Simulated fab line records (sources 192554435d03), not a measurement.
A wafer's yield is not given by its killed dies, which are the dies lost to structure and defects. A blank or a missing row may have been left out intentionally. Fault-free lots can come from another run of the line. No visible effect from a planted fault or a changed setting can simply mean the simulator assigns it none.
Matching of chambers -- flow n5Finfet -- N5_PMOS_HMC_CHANNEL_EPI_ETCH_38 on rieSi-03 has 4 sister chambers
The step etches SiO2 in CF4, target depth 1.5 nm. 4 wafers are shown with their chamber, then 9 later ones without.

## WAFERS, EACH WITH ITS CHAMBER
wafer,chamber,drypumpMotorCurrentA (A)
L084.2,0,5.2
L085.5,3,5.4
L088.2,2,5.4
L088.5,1,5.6

## WAFERS WHOSE CHAMBER IS MISSING
wafer,drypumpMotorCurrentA (A)
L089.1,5.4
L089.5,5.6
L089.6,5.4
L092.1,5.7
L092.3,5.4
L092.4,5.4
L097.1,5.4
L097.5,5.4
L097.6,5.7

## CHAMBER TAKEN BY EACH
wafer,from the rows above,in truth
L089.1,can't be placed: 2 or 3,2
L089.5,1,1
L089.6,can't be placed: 2 or 3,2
L092.1,1,1
L092.3,can't be placed: 2 or 3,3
L092.4,can't be placed: 2 or 3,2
L097.1,can't be placed: 2 or 3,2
L097.5,can't be placed: 2 or 3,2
L097.6,1,1
Placed correctly: 3 of 9. From these rows, 6 cannot be placed; in 6 the true chamber is one of the candidates. Number placed wrongly: 0.
How it was worked out, from the rows above alone: a wafer's distance from a chamber is the root of the sum, over the readings, of the square of ((its reading less the chamber's mean) divided by the reading's scatter). If the next closest chamber is less than 2 further off than the closest, the wafer can't be placed; otherwise it belongs to the closest. A chamber's mean is the mean of its shown wafers. The scatter: root of mean squared gap, hidden wafer to nearest shown wafer, with one shown wafer a chamber.
